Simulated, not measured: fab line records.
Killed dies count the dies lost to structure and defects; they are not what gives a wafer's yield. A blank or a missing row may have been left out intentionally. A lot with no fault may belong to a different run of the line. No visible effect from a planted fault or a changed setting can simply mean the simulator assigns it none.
Comparing a struck lot with a sound one | flow nand_harc | 13 steps out of a route of 1302
Sound: the wafers L436.2, L436.4, L436.5. Wafers L444.1, L444.4, L444.5 were the ones struck. The cause is named last.
For every step that has rows: the tool of each side, followed by ch and its chambers, followed by its first start. Under that, the readings that differ: sound wafers | struck wafers | difference of the means | sigmas: that difference in standard deviations of wafers without a fault.
alike: words and numbers the same on both sides, and readings whose means are apart by under 2 such deviations; not compared: readings that were withheld, readings missing a value for some wafer, numbers with overlapping values and no deviation given by the record, and bounds like >300 which may hide the same value.
The two part at a step that has a row with sigmas, a row that says differs or no value, or rows on one side only. When numbers do not overlap yet have no deviation, they are printed without sigmas and do not part them. A reading that every wafer of one side lacks parts them only if that side has two wafers or more.

first, 10 steps without rows for these wafers: NHARC_A_CHANNEL_HOLE_D2_ETCH_44 (etches the open film in CF4/O2, target depth 140 nm, overetch 14 nm, time 77 s); NHARC_A_CHANNEL_HOLE_D2_STRIP_28 (strips in O2); NHARC_A_CHANNEL_HOLE_D2_PRECLEAN_29 (cleans in SC1); NHARC_A_CHANNEL_HOLE_D2_SRD_30; NHARC_A_CHANNEL_HOLE_D2_XSEM_32; NHARC_A_CHANNEL_FILL_D2_PRECLEAN_00 (cleans in SC1); NHARC_A_CHANNEL_FILL_D2_SRD_01; NHARC_A_CHANNEL_FILL_D2_ALD_02 (deposits SiO2, target thk 6 nm, pulse time 10 s, ald cycles 60); NHARC_A_CHANNEL_FILL_D2_ALD_03 (deposits SiNx, target thk 6 nm, pulse time 60 s, ald cycles 58); NHARC_A_CHANNEL_FILL_D2_ALD_14 (deposits SiO2, target thk 2.5 nm, pulse time 10 s, ald cycles 25).
NHARC_A_CHANNEL_FILL_D2_ALD_15: deposits SiNx, target thk 2 nm, pulse time 60 s, ald cycles 19.
  sound on ald_sin_batch-02 ch 0, day 14 16:40; struck on ald_sin_batch-02 ch 0, day 18 06:08
  reading              | sound | struck               | difference                   | sigmas
  susceptor_temp_C (C) | - - - | 645.45 644.96 645.42 | no value on the sound wafers |
  alike: precursor_pulse_height_rel
NHARC_A_CHANNEL_FILL_D2_ALD_16: deposits SiO2, target thk 1.5 nm, pulse time 10 s, ald cycles 15.
  sound on ald_hk-01 ch 0,1,2, day 14 18:43; struck on ald_hk-02 ch 0,2, day 18 08:11
  alike: heater_power_w, precursor_pulse_height_rel, susceptor_temp_C
  not compared: since_wet_clean_h
NHARC_END_SORT_01:
  the record has rows for the sound wafers here (prober-02 ch 0, day 24 16:29) and none for the struck ones

## WHERE THEY PART
First at NHARC_A_CHANNEL_FILL_D2_ALD_15; last, within this record, at NHARC_END_SORT_01.

WHY: whatever the simulator had introduced
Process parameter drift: ald_sin_batch-02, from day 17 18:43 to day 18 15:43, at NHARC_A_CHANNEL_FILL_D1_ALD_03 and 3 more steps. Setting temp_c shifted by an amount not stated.
